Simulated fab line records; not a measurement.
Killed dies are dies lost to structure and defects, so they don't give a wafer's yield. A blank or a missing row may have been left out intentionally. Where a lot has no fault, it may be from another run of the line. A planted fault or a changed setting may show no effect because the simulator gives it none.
A struck lot beside a sound one :: flow nand_harc :: 15 out of 1302 route steps
Sound: the wafers L800.1, L800.3, L800.6. Struck: wafer L810.3. (L810.1, L810.2 of the same lot were not struck and are left out.) The cause comes at the end.
Per side, at each step with rows, come the tool, then ch with its chambers, and then its first start. Under that, the readings that differ: sound wafers :: struck wafers :: difference of the means :: sigmas: that difference in standard deviations of wafers without a fault.
alike: readings whose means differ by less than 2 such deviations, and words and numbers that are the same on both sides. not compared: withheld readings, readings that some wafer has no value for, bounds like >300 that may hide the same value, and numbers for which the record gives no deviation and whose values overlap.
Wherever a step has rows on one side only, a row that says differs or no value, or a row with sigmas, the two part there. Non-overlapping numbers with no deviation appear without sigmas and do not part them. Lack of a reading on every wafer of one side parts them only where that side has two or more wafers.

first, 4 steps without rows for these wafers: NHARC_P_GATE_EBR_22; NHARC_P_GATE_EXPOSE_23 (exposes mask P GATE, target cd 120 nm); NHARC_P_GATE_PEB_24 (peb time 65 s); NHARC_P_GATE_DEVELOP_25 (develop time 35 s).
NHARC_P_GATE_CD_MEAS_26: target cd 120 nm.
  sound on cd_sem-03 ch 0, day 4 22:40; struck on cd_sem-02 ch 0, day 9 11:40
  alike: cd_nm
NHARC_P_GATE_OVL_MEAS_27:
  sound on overlay-02 at day 4 22:45; struck on overlay-02 at day 9 11:45
reading: overlay_x_nm (nm)
sound: 1.4 1.3 1.3
struck: -0.4
difference: -1.7
sigmas: -2
  alike: overlay_y_nm
NHARC_P_GATE_INSPECT_28:
  sound on defect_inspect-02 at day 4 22:47; struck on defect_inspect-01 at day 9 11:47
  alike: raw_defect_count
NHARC_P_GATE_DESCUM_31: chemistry O2, time 3 s.
  sound on rie_diel-01 ch 0,1,3, day 4 22:52; struck on rie_diel-08 ch 1, day 9 11:51
  alike: chamber_pressure_mTorr, drypump_motor_current_A, oes_product_au, rf_vpp_V, showerhead_plenum_p_Torr, throttle_valve_pct
  not compared: rf_hours_counter_h
NHARC_P_GATE_ETCH_104: etches the open film in CF4/CHF3, target depth 60 nm.
  sound on rie_diel-01 ch 1,2,3, day 4 22:56; struck on rie_diel-08 ch 1, day 9 11:56
  alike: bias_w, chamber_pressure_mTorr, drypump_motor_current_A, oes_product_au, rf_vpp_V, showerhead_plenum_p_Torr, throttle_valve_pct
NHARC_P_GATE_HM_OPEN_105: chemistry O2/COS, target depth 360 nm.
  sound: rie_diel-01 ch 0,1,2; struck: rie_diel-08 ch 1
  alike: bias_w, chamber_pressure_mTorr, cos_flow_sccm, drypump_motor_current_A, oes_product_au, rf_vpp_V, showerhead_plenum_p_Torr, throttle_valve_pct
  not compared: rf_hours_counter_h
then, 1 step without rows for these wafers: NHARC_P_GATE_STRIP_106 (strips in O2/COS).
NHARC_P_GATE_ETCH_114: etches the open film in CF4/O2, target depth 30 nm, overetch 3 nm, time 16.5 s.
  sound: rie_diel-01 ch 1,2,3; struck: rie_diel-08 ch 1
reading: oes_product_au (a.u.)
sound: 0.994 1.015 0.994
struck: 1.022
difference: +0.021
sigmas: +2
  alike: bias_w, chamber_pressure_mTorr, drypump_motor_current_A, rf_vpp_V, showerhead_plenum_p_Torr, throttle_valve_pct
  not compared: rf_hours_counter_h
NHARC_P_GATE_ETCH_32: etches the open film in HBr/Cl2, target depth 150 nm, time 100.1 s.
  sound on rie_si-04 ch 0,3, day 4 23:19; struck on rie_si-01 ch 1, day 9 12:19
reading: mfc_cl2_sccm (sccm)
sound: 49.69 50.03 49.92
struck: 40.30
difference: -9.58
sigmas: -64

reading: throttle_valve_pct (%)
sound: 26.395 26.422 26.402
struck: 25.816
difference: -0.590
sigmas: -62
  alike: bias_w, chamber_pressure_mTorr, drypump_motor_current_A, oes_product_au
  not compared: rf_hours_counter_h
NHARC_P_GATE_STRIP_108: strips in O2.
  sound on rie_diel-03 ch 0,2,3, day 4 23:29; struck on rie_diel-03 ch 3, day 9 12:28
  alike: chamber_pressure_mTorr, drypump_motor_current_A, oes_product_au, rf_vpp_V, showerhead_plenum_p_Torr, throttle_valve_pct
  not compared: rf_hours_counter_h
-- jump in the record: it breaks off in module P_GATE and resumes in module END (first step shown: number 1302 of the route), and 19 days separate the struck wafers' starts before and after --
NHARC_END_SORT_01:
  only the struck wafers appear in the record here, on prober-02 ch 0 at day 28 23:23; the sound ones have no rows

WHERE THEY PART
At NHARC_P_GATE_OVL_MEAS_27 first; at NHARC_END_SORT_01 last (within this record only).

WHY: the cause the simulator had injected
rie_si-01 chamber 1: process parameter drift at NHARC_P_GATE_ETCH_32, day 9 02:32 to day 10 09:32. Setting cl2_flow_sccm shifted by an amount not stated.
